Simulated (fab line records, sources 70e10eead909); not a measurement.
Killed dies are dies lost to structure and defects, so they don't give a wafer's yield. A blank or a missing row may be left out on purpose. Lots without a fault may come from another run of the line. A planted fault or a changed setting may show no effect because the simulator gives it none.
Chamber matching | flow nand_harc | NHARC_P_M0_STRIP_18 on rie_diel-04: 4 sister chambers
The step strips in N2/H2. 18 wafers are shown with their chamber, then 9 later ones without.

WAFERS WITH THEIR CHAMBER
wafer  | chamber | showerhead_plenum_p_Torr (Torr) | drypump_motor_current_A (A) | rf_vpp_V (V)
L076.1 | 2       | 2.15                            | 5.7                         | 92.5
L076.2 | 1       | 2.03                            | 5.1                         | 89.5
L076.3 | 3       | 2.08                            | 6.3                         | 91.0
L081.1 | 3       | 2.08                            | 6.2                         | 90.7
L081.2 | 2       | 2.15                            | 5.7                         | 92.2
L081.5 | 1       | 2.03                            | 5.1                         | 90.9
L082.1 | 2       | 2.15                            | 5.7                         | 91.9
L082.4 | 1       | 2.03                            | 5.1                         | 89.6
L082.6 | 2       | 2.15                            | 5.7                         | 90.7
L083.2 | 1       | 2.03                            | 5.1                         | 89.8
L083.3 | 3       | 2.08                            | 6.3                         | 90.5
L083.6 | 3       | 2.08                            | 6.3                         | 89.9
L084.1 | 3       | 2.07                            | 6.2                         | 91.0
L084.4 | 1       | 2.03                            | 5.1                         | 90.4
L084.5 | 2       | 2.15                            | 5.7                         | 90.7
L085.2 | 1       | 2.03                            | 5.1                         | 90.9
L085.5 | 0       | 1.89                            | 6.8                         | 89.8
L085.6 | 1       | 2.03                            | 5.1                         | 90.2

SIGNATURES (means of the wafers above)
reading                  | chamber 0 | chamber 1 | chamber 2 | chamber 3 | scatter within a chamber
showerhead_plenum_p_Torr | 1.8900    | 2.0300    | 2.1500    | 2.0780    | 0.00239
drypump_motor_current_A  | 6.800     | 5.100     | 5.700     | 6.260     | 0.0293
rf_vpp_V                 | 89.800    | 90.186    | 91.600    | 90.620    | 0.64
Rule: a wafer's distance from a chamber is the root of the sum, over the readings, of the square of ((its reading less the chamber's mean) divided by the reading's scatter). The wafer belongs to the nearest chamber; if the next one is less than 2 further off, it can't be placed. The scatter: the root of (the sum of the squares of (reading less its chamber's mean) over the shown wafers, divided by (wafers less chambers)).

WAFERS WITHOUT THEIR CHAMBER
wafer  | showerhead_plenum_p_Torr (Torr) | drypump_motor_current_A (A) | rf_vpp_V (V)
L089.1 | 1.88                            | 6.8                         | 90.7
L089.3 | 2.07                            | 6.3                         | 91.2
L089.4 | 2.03                            | 5.1                         | 92.2
L088.3 | 2.03                            | 5.1                         | 90.6
L088.4 | 2.14                            | 5.7                         | 91.2
L088.6 | 2.14                            | 5.7                         | 91.4
L097.1 | 2.07                            | 6.2                         | 91.1
L097.2 | 2.14                            | 5.7                         | 92.5
L097.6 | 2.02                            | 5.1                         | 92.3

WHICH CHAMBER EACH WENT THROUGH
wafer  | from the rows above | in truth
L089.1 | 0                   | 0
L089.3 | 3                   | 3
L089.4 | 1                   | 1
L088.3 | 1                   | 1
L088.4 | 2                   | 2
L088.6 | 2                   | 2
L097.1 | 3                   | 3
L097.2 | 2                   | 2
L097.6 | 1                   | 1
Placed correctly: 9 of 9. Can't be placed from these rows: 0. Placed wrongly: 0.
